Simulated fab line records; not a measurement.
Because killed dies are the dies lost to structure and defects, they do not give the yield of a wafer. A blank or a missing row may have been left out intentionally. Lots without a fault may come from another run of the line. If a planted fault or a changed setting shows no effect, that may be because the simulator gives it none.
Split-lot study :: flow n5_finfet :: 7 lots, 21 wafers read, on a route of 1938 steps

SPLIT DETAILS
At N5_BEOL_M9_ETCH_62 (etches SOC in N2/H2, target depth 110 nm, overetch 22 nm, time 165 s), the setting time_s was moved away from the recipe's 165 s on 5 of the 21 wafers read, by -13.8% to +13.1%. All remaining wafers had this setting at the recipe value.

The reading comes from the split's own step.

THE READING
SiARC_of_BEOL_M9_COAT_60.thk_nm (the simulator's own value, which no gauge read), in nm, at N5_BEOL_M9_ETCH_62 (etches SOC in N2/H2, target depth 110 nm, overetch 22 nm, time 165 s). There is no usual value for it anywhere in the file. Average 23.4 nm, standard deviation 0.26 nm, over the 16 wafers here run with the recipe.

wafer: L076.1
tool, chamber at the split: rie_diel-04, 2,1
time_s as run, s: 165
against the recipe: recipe
SiARC_of_BEOL_M9_COAT_60.thk_nm, nm: 23.8
against lot-mates on the recipe: -

wafer: L076.3
tool, chamber at the split: rie_diel-04, 2,1
time_s as run, s: 165
against the recipe: recipe
SiARC_of_BEOL_M9_COAT_60.thk_nm, nm: 23.8
against lot-mates on the recipe: -

wafer: L076.4
tool, chamber at the split: rie_diel-04, 1
time_s as run, s: 148.1
against the recipe: -10.2%
SiARC_of_BEOL_M9_COAT_60.thk_nm, nm: 24.4
against lot-mates on the recipe: +0.6

wafer: L079.2
tool, chamber at the split: rie_diel-02, 3
time_s as run, s: 165
against the recipe: recipe
SiARC_of_BEOL_M9_COAT_60.thk_nm, nm: 23.4
against lot-mates on the recipe: -

wafer: L079.4
tool, chamber at the split: rie_diel-02, 1
time_s as run, s: 165
against the recipe: recipe
SiARC_of_BEOL_M9_COAT_60.thk_nm, nm: 23
against lot-mates on the recipe: -

wafer: L079.6
tool, chamber at the split: rie_diel-02, 2
time_s as run, s: 165
against the recipe: recipe
SiARC_of_BEOL_M9_COAT_60.thk_nm, nm: 23.2
against lot-mates on the recipe: -

wafer: L080.4
tool, chamber at the split: rie_diel-04, 3,0
time_s as run, s: 165
against the recipe: recipe
SiARC_of_BEOL_M9_COAT_60.thk_nm, nm: 23.6
against lot-mates on the recipe: -

wafer: L080.6
tool, chamber at the split: rie_diel-04, 3,0
time_s as run, s: 165
against the recipe: recipe
SiARC_of_BEOL_M9_COAT_60.thk_nm, nm: 23.6
against lot-mates on the recipe: -

wafer: L080.5
tool, chamber at the split: rie_diel-04, 2
time_s as run, s: 186.6
against the recipe: +13.1%
SiARC_of_BEOL_M9_COAT_60.thk_nm, nm: 22.8
against lot-mates on the recipe: -0.8

wafer: L081.1
tool, chamber at the split: rie_diel-04, 3
time_s as run, s: 146.1
against the recipe: -11.5%
SiARC_of_BEOL_M9_COAT_60.thk_nm, nm: 24.4
against lot-mates on the recipe: +0.8

wafer: L081.3
tool, chamber at the split: rie_diel-04, 2
time_s as run, s: 146.1
against the recipe: -11.5%
SiARC_of_BEOL_M9_COAT_60.thk_nm, nm: 24.6
against lot-mates on the recipe: +1.0

wafer: L081.6
tool, chamber at the split: rie_diel-04, 3
time_s as run, s: 165
against the recipe: recipe
SiARC_of_BEOL_M9_COAT_60.thk_nm, nm: 23.6
against lot-mates on the recipe: -

wafer: L089.1
tool, chamber at the split: rie_diel-02, 0
time_s as run, s: 165
against the recipe: recipe
SiARC_of_BEOL_M9_COAT_60.thk_nm, nm: 23
against lot-mates on the recipe: -

wafer: L089.4
tool, chamber at the split: rie_diel-02, 2
time_s as run, s: 165
against the recipe: recipe
SiARC_of_BEOL_M9_COAT_60.thk_nm, nm: 23.2
against lot-mates on the recipe: -

wafer: L089.5
tool, chamber at the split: rie_diel-02, 2
time_s as run, s: 165
against the recipe: recipe
SiARC_of_BEOL_M9_COAT_60.thk_nm, nm: 23.2
against lot-mates on the recipe: -

wafer: L093.1
tool, chamber at the split: rie_diel-06, 2
time_s as run, s: 165
against the recipe: recipe
SiARC_of_BEOL_M9_COAT_60.thk_nm, nm: 23.4
against lot-mates on the recipe: -

wafer: L093.5
tool, chamber at the split: rie_diel-06, 2
time_s as run, s: 165
against the recipe: recipe
SiARC_of_BEOL_M9_COAT_60.thk_nm, nm: 23.4
against lot-mates on the recipe: -

wafer: L093.2
tool, chamber at the split: rie_diel-06, 1
time_s as run, s: 165
against the recipe: recipe
SiARC_of_BEOL_M9_COAT_60.thk_nm, nm: 23.2
against lot-mates on the recipe: -

wafer: L094.1
tool, chamber at the split: rie_diel-06, 3
time_s as run, s: 142.2
against the recipe: -13.8%
SiARC_of_BEOL_M9_COAT_60.thk_nm, nm: 24
against lot-mates on the recipe: +0.9

wafer: L094.2
tool, chamber at the split: rie_diel-06, 2
time_s as run, s: 165
against the recipe: recipe
SiARC_of_BEOL_M9_COAT_60.thk_nm, nm: 23.2
against lot-mates on the recipe: -

wafer: L094.4
tool, chamber at the split: rie_diel-06, 1
time_s as run, s: 165
against the recipe: recipe
SiARC_of_BEOL_M9_COAT_60.thk_nm, nm: 23
against lot-mates on the recipe: -
Where a row lists several chambers, the file gives one row for several wafers and doesn't say which wafer went through which chamber.

FIT RESULTS
A straight line over all 21 wafers: SiARC_of_BEOL_M9_COAT_60.thk_nm changes by -0.0707 nm for each +1% of time_s; r = -0.82; the points scatter about the line by 0.29 nm.
The same after taking each lot's own level away (the mean of its wafers on the recipe; 21 wafers): -0.0676 nm for each +1%; r = -0.97; scatter 0.11 nm.
On that fit, the largest move of time_s shifts the reading by 0.93 nm.
Measured against the standard deviation above, the lots' own levels, which go from 23.10 to 23.80 nm, span 2.7 times it.
The two slopes are in agreement: the lot-to-lot level therefore moves the slope only a little.
Check: with one of the wafers moved furthest among these (-13.8%) left out of the fit, the line predicts +0.961 nm for it against its lot-mates. Against them it came out at +0.9 nm.

OTHER SPLITS APPLIED TO THESE WAFERS
Note: prior to the reading, these wafers also went through further splits. Each is held against what the fit with the lots' levels taken away leaves over:
other split on the same wafers: N5_BEOL_M5_COAT_22 spin_rpm
wafers away from the commonest value: 7
r with SiARC_of_BEOL_M9_COAT_60.thk_nm (lot level and that fit taken away): -0.05

other split on the same wafers: N5_BEOL_M5_ETCH_41 source_w
wafers away from the commonest value: 8
r with SiARC_of_BEOL_M9_COAT_60.thk_nm (lot level and that fit taken away): -0.12

other split on the same wafers: N5_BEOL_M6_ETCH_66 bias_w
wafers away from the commonest value: 5
r with SiARC_of_BEOL_M9_COAT_60.thk_nm (lot level and that fit taken away): -0.07

other split on the same wafers: N5_BEOL_M7_ETCH_61 source_w
wafers away from the commonest value: 13
r with SiARC_of_BEOL_M9_COAT_60.thk_nm (lot level and that fit taken away): -0.01

other split on the same wafers: N5_BEOL_M7_COAT_64 spin_rpm
wafers away from the commonest value: 7
r with SiARC_of_BEOL_M9_COAT_60.thk_nm (lot level and that fit taken away): -0.30

other split on the same wafers: N5_BEOL_M8_EXPOSE_25 dose_mj
wafers away from the commonest value: 7
r with SiARC_of_BEOL_M9_COAT_60.thk_nm (lot level and that fit taken away): -0.15

other split on the same wafers: N5_BEOL_M9_EXPOSE_08 dose_mj
wafers away from the commonest value: 5
r with SiARC_of_BEOL_M9_COAT_60.thk_nm (lot level and that fit taken away): +0.13

THE FILE'S OWN FIT
SiARC_of_BEOL_M9_COAT_60.thk_nm changes by -0.0658 nm for each +1% of time_s, r = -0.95.
